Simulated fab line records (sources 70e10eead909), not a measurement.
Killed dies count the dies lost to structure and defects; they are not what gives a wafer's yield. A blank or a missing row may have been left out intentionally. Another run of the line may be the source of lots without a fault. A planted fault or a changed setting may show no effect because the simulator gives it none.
Matching of chambers -- flow nand_harc -- NHARC_P_M0_STRIP_18 on rie_diel-02 has 4 sister chambers
The step strips in N2/H2. 20 wafers are shown with their chamber, then 10 later ones without.

## WAFERS, EACH WITH ITS CHAMBER
wafer,chamber,drypump_motor_current_A (A),oes_product_au (a.u.),rf_vpp_V (V)
L074.1,0,6.1,1.000,90.7
L074.5,0,6.0,1.000,90.6
L074.6,3,5.5,0.994,90.2
L079.4,1,5.5,1.011,93.3
L079.5,3,5.5,1.000,89.5
L079.6,0,6.0,0.995,90.5
L085.4,2,5.8,1.002,92.4
L085.5,0,6.0,1.009,90.8
L085.6,3,5.5,0.990,90.9
L086.2,1,5.5,1.011,90.8
L086.4,1,5.5,1.008,90.7
L086.6,0,6.0,1.022,89.9
L087.4,2,5.8,1.008,91.6
L087.5,0,6.0,1.007,91.0
L087.6,3,5.5,0.998,90.5
L089.2,2,5.8,1.001,90.7
L089.3,3,5.5,0.988,90.2
L089.6,0,6.0,1.004,89.3
L091.1,2,5.8,0.992,92.6
L091.3,0,6.1,1.009,90.3

SIGNATURES, as means of the wafers listed above
reading,chamber 0,chamber 1,chamber 2,chamber 3,scatter within a chamber
drypump_motor_current_A,6.025,5.500,5.800,5.500,0.0306
oes_product_au,1.00575,1.01000,1.00075,0.99400,0.00667
rf_vpp_V,90.388,91.600,91.825,90.260,0.781
Rule: for a wafer and a chamber, the distance is found by dividing, reading by reading, the gap between the wafer's reading and the chamber's mean by the reading's scatter, squaring, summing and taking the root. If the next closest chamber is less than 2 further off than the closest, the wafer can't be placed; otherwise it belongs to the closest. The scatter is the square root of a quotient: the sum, over the shown wafers, of each reading's squared deviation from its chamber's mean, divided by wafers minus chambers.

## WAFERS MISSING THEIR CHAMBER
wafer,drypump_motor_current_A (A),oes_product_au (a.u.),rf_vpp_V (V)
L091.4,5.8,1.003,91.5
L093.1,5.9,0.993,90.9
L093.2,5.5,1.004,91.9
L093.5,6.0,0.999,91.0
L096.2,5.5,0.996,91.9
L096.5,5.5,0.999,91.4
L096.6,5.9,0.999,91.0
L097.3,5.9,0.997,91.5
L097.4,5.5,1.008,92.0
L097.6,6.0,1.016,89.5

## WHICH CHAMBER EACH ONE RAN IN
wafer,from the rows above,in truth
L091.4,2,2
L093.1,can't be placed: 2 or 0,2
L093.2,can't be placed: 1 or 3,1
L093.5,0,0
L096.2,can't be placed: 3 or 1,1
L096.5,can't be placed: 3 or 1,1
L096.6,can't be placed: 2 or 0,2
L097.3,can't be placed: 2 or 0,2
L097.4,1,1
L097.6,0,0
Placed correctly: 4 of 10. Can't be placed from these rows: 6 (the true chamber is among the candidates in 6). 0 placed wrongly.
